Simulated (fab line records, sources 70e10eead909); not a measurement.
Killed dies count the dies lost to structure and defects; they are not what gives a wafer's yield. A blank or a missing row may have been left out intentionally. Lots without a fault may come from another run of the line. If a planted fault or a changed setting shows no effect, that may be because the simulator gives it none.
Which tool did it? -- flow nandHarc -- 24 lots with 72 wafers sampled at 6 steps, on a route of 1302 steps

WHAT EACH GAUGE READ, for each wafer
NHARC_P_M1_INSPECT_27. Usual: rawDefectCount at 324, with a standard deviation of 130.
lot,measured,on,rawDefectCount,flag
L074,day 6 12:15,defectInspect-02,521 297 284,
L075,day 6 17:10,defectInspect-01,510 476 400,
L076,day 7 02:11,defectInspect-02,356 235 297,
L077,day 7 12:48,defectInspect-02,217 197 309,
L078,day 8 06:59,defectInspect-01,529 961 582,
L079,day 8 10:10,defectInspect-02,160 190 157,
L080,day 8 22:09,defectInspect-02,402 477 358,
L081,day 9 05:47,defectInspect-02,341 434 356,
L082,day 9 21:23,defectInspect-01,298 276 328,
L083,day 9 21:32,defectInspect-02,148 191 312,
L084,day 10 17:55,defectInspect-02,242 244 329,
L085,day 11 05:34,defectInspect-01,238 231 230,
L086,day 11 08:11,defectInspect-01,299 238 347,
L087,day 11 18:16,defectInspect-02,123 265 269,
L089,day 12 09:06,defectInspect-01,189 250 192,
L088,day 12 10:21,defectInspect-01,366 343 351,
L090,day 13 09:13,defectInspect-01,674 338 597,
L091,day 13 11:44,defectInspect-01,350 304 239,
L092,day 14 04:37,defectInspect-02,173 207 225,
L093,day 14 13:14,defectInspect-01,320 301 228,
L095,day 14 23:34,defectInspect-02,254 208 274,
L094,day 15 00:48,defectInspect-01,329 517 661,
L096,day 15 10:12,defectInspect-02,365 462 395,
L097,day 16 00:28,defectInspect-02,509 221 270,

NHARC_P_BONDPAD_THK_MEAS_33: measures by ellipsometry. Usual: thkNm at 199.6 nm, with a standard deviation of 1.5.
lot,measured,on,thkNm (nm),flag
L074,day 6 17:35,filmMetro-02,200.2 198.4 199.0,
L075,day 6 22:36,filmMetro-02,201.7 200.4 200.6,
L076,day 7 07:38,filmMetro-02,201.5 202.3 196.7,
L077,day 7 18:10,filmMetro-02,198.8 197.9 199.2,
L078,day 8 12:14,filmMetro-02,199.3 198.0 200.2,
L079,day 8 15:35,filmMetro-01,202.8 199.8 201.1,
L080,day 9 03:22,filmMetro-02,200.2 201.1 198.6,
L081,day 9 11:10,filmMetro-02,198.1 201.0 201.8,
L082,day 10 02:49,filmMetro-01,201.0 199.4 198.9,
L083,day 10 02:53,filmMetro-02,195.8 197.5 198.0,
L084,day 10 23:19,filmMetro-01,198.8 199.8 199.2,
L085,day 11 10:56,filmMetro-02,198.1 200.0 199.9,
L086,day 11 13:32,filmMetro-01,198.6 198.0 199.6,
L087,day 11 23:41,filmMetro-01,199.4 200.0 200.0,
L089,day 12 14:32,filmMetro-02,198.4 197.7 199.0,
L088,day 12 15:49,filmMetro-01,200.0 200.0 199.5,
L090,day 13 15:09,filmMetro-01,200.5 200.4 198.2,
L091,day 13 17:14,filmMetro-02,199.4 199.5 198.8,
L092,day 14 10:06,filmMetro-02,199.9 199.4 199.9,
L093,day 14 19:01,filmMetro-02,202.1 200.3 202.8,
L095,day 15 04:56,filmMetro-02,199.7 199.4 196.1,
L094,day 15 06:11,filmMetro-02,201.4 200.2 199.5,
L096,day 15 15:56,filmMetro-02,198.2 199.1 197.0,
L097,day 16 05:55,filmMetro-02,198.3 197.7 201.2,

WHICH TOOL RAN EACH LOT (tool, then ch and the chambers of the sampled wafers, then the start)
lot,NHARC_P_M1_CMP_23,NHARC_P_M1_DEP_33,NHARC_P_M2_ETCH_28,NHARC_P_M2_PVD_21
L074,"cmp-02 ch 0,1, day 6 11:48","pecvd-02 ch 0,1,2, day 6 12:24","rieDiel-07 ch 0,1,3, day 6 17:35 or earlier","pvdSputter-03, day 6 17:35 or earlier"
L075,"cmp-04 ch 0,1,2, day 6 16:43","pecvd-02 ch 0,1,2, day 6 17:19","rieDiel-02 ch 0,1, day 6 22:36 or earlier","pvdSputter-02, day 6 22:36 or earlier"
L076,"cmp-04 ch 0,1,3, day 7 01:44","pecvd-03 ch 0,2, day 7 02:25","rieDiel-07 ch 0,1,2, day 7 07:38 or earlier","pvdSputter-02, day 7 07:38 or earlier"
L077,"cmp-04 ch 0,3, day 7 12:22","pecvd-03 ch 1,2, day 7 12:59","rieDiel-07 ch 1,2,3, day 7 18:10 or earlier","pvdSputter-02, day 7 18:10 or earlier"
L078,"cmp-04 ch 0,1,3, day 8 06:35","pecvd-03 ch 0,1,2, day 8 07:16","rieDiel-09 ch 0,2,3, day 8 12:14 or earlier","pvdSputter-01, day 8 12:14 or earlier"
L079,"cmp-02 ch 1,2, day 8 09:43","pecvd-01 ch 0,1,2, day 8 10:24","rieDiel-09 ch 0,1,2, day 8 15:35 or earlier","pvdSputter-03, day 8 15:35 or earlier"
L080,"cmp-03 ch 0,1,3, day 8 21:44","pecvd-01 ch 1,2, day 8 22:23","rieDiel-07 ch 0,2, day 9 03:22 or earlier","pvdSputter-01, day 9 03:22 or earlier"
L081,"cmp-02 ch 0,3, day 9 05:21","pecvd-01 ch 1,2, day 9 05:56","rieDiel-09 ch 0,1,2, day 9 11:10 or earlier","pvdSputter-01, day 9 11:10 or earlier"
L082,"cmp-03 ch 0,2,3, day 9 20:56","pecvd-02 ch 0,1,2, day 9 21:32","rieDiel-02 ch 0,2,3, day 10 02:49 or earlier","pvdSputter-02, day 10 02:49 or earlier"
L083,"cmp-02 ch 0,1,2, day 9 21:07","pecvd-03 ch 1,2, day 9 21:46","rieDiel-09 ch 0,1, day 10 02:53 or earlier","pvdSputter-01, day 10 02:53 or earlier"
L084,"cmp-03 ch 1,2, day 10 17:26","pecvd-01 ch 1,2, day 10 18:04","rieDiel-02 ch 0,3, day 10 23:19 or earlier","pvdSputter-01, day 10 23:19 or earlier"
L085,"cmp-03 ch 1,2, day 11 05:08","pecvd-02 ch 1,2, day 11 05:43","rieDiel-02 ch 0,3, day 11 10:56 or earlier","pvdSputter-02, day 11 10:56 or earlier"
L086,"cmp-04 ch 0,2,3, day 11 07:43","pecvd-03 ch 0,1,2, day 11 08:19","rieDiel-07 ch 0,2,3, day 11 13:32 or earlier","pvdSputter-02, day 11 13:32 or earlier"
L087,"cmp-04 ch 0,2,3, day 11 17:51","pecvd-02 ch 0,1,2, day 11 18:32","rieDiel-02 ch 0,2,3, day 11 23:41 or earlier","pvdSputter-02, day 11 23:41 or earlier"
L089,"cmp-02 ch 1,2, day 12 08:40","pecvd-02 ch 0,2, day 12 09:14","rieDiel-09 ch 0,3, day 12 14:32 or earlier","pvdSputter-02, day 12 14:32 or earlier"
L088,"cmp-04 ch 0,1,3, day 12 09:53","pecvd-03 ch 1,2, day 12 10:32","rieDiel-09 ch 0,1,3, day 12 15:49 or earlier","pvdSputter-01, day 12 15:49 or earlier"
L090,"cmp-02 ch 0,1,2, day 13 08:44","pecvd-03 ch 1, day 13 09:28","rieDiel-02 ch 0,3, day 13 15:09 or earlier","pvdSputter-03, day 13 15:09 or earlier"
L091,"cmp-02 ch 0,1,3, day 13 11:18","pecvd-02 ch 0,1,2, day 13 11:56","rieDiel-02 ch 0,1,3, day 13 17:14 or earlier","pvdSputter-01, day 13 17:14 or earlier"
L092,"cmp-04 ch 0,2,3, day 14 04:10","pecvd-02 ch 0,1,2, day 14 04:46","rieDiel-02 ch 1,2,3, day 14 10:06 or earlier","pvdSputter-03, day 14 10:06 or earlier"
L093,"cmp-02 ch 0,1,3, day 14 12:51","pecvd-03 ch 1,2, day 14 13:25","rieDiel-07 ch 0,2,3, day 14 19:01 or earlier","pvdSputter-02, day 14 19:01 or earlier"
L095,"cmp-04 ch 2,3, day 14 23:05","pecvd-01 ch 0,1,2, day 14 23:45","rieDiel-02 ch 1,2,3, day 15 04:56 or earlier","pvdSputter-01, day 15 04:56 or earlier"
L094,"cmp-02 ch 0,3, day 15 00:20","pecvd-01 ch 0,1,2, day 15 00:57","rieDiel-02 ch 0,2, day 15 06:11 or earlier","pvdSputter-02, day 15 06:11 or earlier"
L096,"cmp-03 ch 0,1, day 15 09:44","pecvd-03 ch 0,2, day 15 10:27","rieDiel-09 ch 0,2, day 15 15:56 or earlier","pvdSputter-02, day 15 15:56 or earlier"
L097,"cmp-03 ch 0,2,3, day 16 00:02","pecvd-01 ch 0,1,2, day 16 00:37","rieDiel-02 ch 0,2,3, day 16 05:55 or earlier","pvdSputter-02, day 16 05:55 or earlier"
- NHARC_P_M1_CMP_23: polishes, t overpolish 20 s, target thk 157.82 nm.
- NHARC_P_M1_DEP_33: deposits SiCN, target thk 30 nm.
- NHARC_P_M2_ETCH_28: etches the open film in CF4/N2, target depth 30 nm, time 72.99 s.
- NHARC_P_M2_PVD_21: deposits Cu, target thk 30 nm, time 20.49 s.

AS READ BY THE TOOLS THEMSELVES (means over the sampled wafers that have a number; for cases with no such wafer, the mark the record gives instead)
NHARC_P_M1_CMP_23. Usual: motorCurrentA 12.4 A, standard deviation 1.1; timeToEndpointS 27.7 s, standard deviation 2.7.
lot,tool,motorCurrentA (A),timeToEndpointS (s),flag
L074,cmp-02,11.9,25.0,
L075,cmp-04,12.1,28.1,
L076,cmp-04,12.5,29.0,
L077,cmp-04,12.3,26.1,
L078,cmp-04,12.6,29.8,
L079,cmp-02,12.6,26.2,
L080,cmp-03,12.3,30.6,
L081,cmp-02,12.0,25.2,
L082,cmp-03,11.8,26.2,
L083,cmp-02,12.0,25.3,
L084,cmp-03,11.5,25.1,
L085,cmp-03,12.4,25.0,
L086,cmp-04,12.4,26.0,
L087,cmp-04,12.7,24.6,
L089,cmp-02,12.9,30.0,
L088,cmp-04,12.7,24.1,
L090,cmp-02,12.4,30.6,
L091,cmp-02,12.1,30.5,
L092,cmp-04,12.6,28.6,
L093,cmp-02,12.0,27.5,
L095,cmp-04,13.4,27.3,
L094,cmp-02,12.5,25.4,
L096,cmp-03,13.3,31.7,
L097,cmp-03,11.2,32.9,

NHARC_P_M1_DEP_33. Usual: heaterPowerW 584 W, standard deviation 110; showerheadVppV 1294 V, standard deviation 54.
lot,tool,heaterPowerW (W),showerheadVppV (V),flag
L074,pecvd-02,682,1251,
L075,pecvd-02,674,1258,
L076,pecvd-03,506,1309,
L077,pecvd-03,513,1337,
L078,pecvd-03,548,1323,
L079,pecvd-01,548,1304,
L080,pecvd-01,551,1316,
L081,pecvd-01,486,1315,
L082,pecvd-02,663,1262,
L083,pecvd-03,542,1307,
L084,pecvd-01,475,1315,
L085,pecvd-02,566,1306,
L086,pecvd-03,552,1302,
L087,pecvd-02,637,1263,
L089,pecvd-02,761,1204,
L088,pecvd-03,595,1324,
L090,pecvd-03,511,1289,
L091,pecvd-02,680,1262,
L092,pecvd-02,647,1252,
L093,pecvd-03,557,1323,
L095,pecvd-01,553,1314,
L094,pecvd-01,529,1311,
L096,pecvd-03,576,1312,
L097,pecvd-01,544,1308,

NHARC_P_M2_ETCH_28. Usual: drypumpMotorCurrentA 5.6 A, standard deviation 0.37; oesProductAu 0.997 a.u., standard deviation 0.0082; rfVppV 314.0 V, standard deviation 2.2; showerheadPlenumPTorr 2.61 Torr, standard deviation 0.12; throttleValvePct 19.794 %, standard deviation 0.0094.
lot,tool,drypumpMotorCurrentA (A),oesProductAu (a.u.),rfVppV (V),showerheadPlenumPTorr (Torr),throttleValvePct (%),flag
L074,rieDiel-07,5.4,0.988,315.1,2.64,19.803,
L075,rieDiel-02,5.6,1.011,314.6,2.67,19.800,
L076,rieDiel-07,5.4,0.992,314.3,2.65,19.795,
L077,rieDiel-07,5.2,0.992,315.4,2.65,19.810,
L078,rieDiel-09,5.9,1.000,311.6,2.48,19.784,
L079,rieDiel-09,5.8,1.002,311.5,2.49,19.795,
L080,rieDiel-07,5.3,0.989,315.6,2.72,19.801,
L081,rieDiel-09,5.8,1.001,311.6,2.49,19.798,
L082,rieDiel-02,5.7,0.998,314.4,2.65,19.794,
L083,rieDiel-09,5.7,0.999,313.1,2.50,19.794,
L084,rieDiel-02,5.8,0.996,313.2,2.55,19.799,
L085,rieDiel-02,5.8,0.989,312.2,2.55,19.794,
L086,rieDiel-07,5.3,0.996,316.3,2.72,19.788,
L087,rieDiel-02,5.6,0.990,313.9,2.65,19.792,
L089,rieDiel-09,6.1,0.996,312.5,2.49,19.793,
L088,rieDiel-09,5.9,0.996,312.7,2.49,19.791,
L090,rieDiel-02,5.5,1.004,313.9,2.59,19.788,
L091,rieDiel-02,5.6,0.995,315.1,2.62,19.790,
L092,rieDiel-02,5.4,0.999,315.1,2.72,19.805,
L093,rieDiel-07,5.3,0.997,315.6,2.72,19.800,
L095,rieDiel-02,5.4,0.995,316.0,2.72,19.790,
L094,rieDiel-02,5.9,0.992,313.6,2.62,19.788,
L096,rieDiel-09,5.8,0.995,311.2,2.47,19.795,
L097,rieDiel-02,5.7,0.999,314.5,2.65,19.783,

NHARC_P_M2_PVD_21. Usual: throttleValvePct at 30.4 %, with a standard deviation of 1.2.
lot,tool,throttleValvePct (%),flag
L074,pvdSputter-03,29.2,
L075,pvdSputter-02,31.7,
L076,pvdSputter-02,31.7,
L077,pvdSputter-02,31.0,
L078,pvdSputter-01,29.7,
L079,pvdSputter-03,29.7,
L080,pvdSputter-01,29.5,
L081,pvdSputter-01,30.0,
L082,pvdSputter-02,31.2,
L083,pvdSputter-01,30.6,
L084,pvdSputter-01,29.2,
L085,pvdSputter-02,31.1,
L086,pvdSputter-02,31.5,
L087,pvdSputter-02,31.6,
L089,pvdSputter-02,31.5,
L088,pvdSputter-01,29.6,
L090,pvdSputter-03,29.6,
L091,pvdSputter-01,30.0,
L092,pvdSputter-03,29.4,
L093,pvdSputter-02,31.0,
L095,pvdSputter-01,30.6,
L094,pvdSputter-02,30.6,
L096,pvdSputter-02,30.9,
L097,pvdSputter-02,31.3,

THE ANSWER, worked out from the rows above alone
Rule: a lot counts as off when the mean over its wafers that have a number is more than 3 standard deviations away from the usual mean. Also off: a lot with no number at a reading for which 4 or more lots have one. The other lots that the step has rows for count as sound. The gauges are gone through in route order, then the tools' own readings, and for those a lot's mean is taken as printed above. The first step at which some lot is off is used, and at that step the reading that is off furthest; a lot without a number counts as furthest.
Nothing can be told from this: no lot is off at any reading shown.

WHAT THE SIMULATOR HAD PUT IN
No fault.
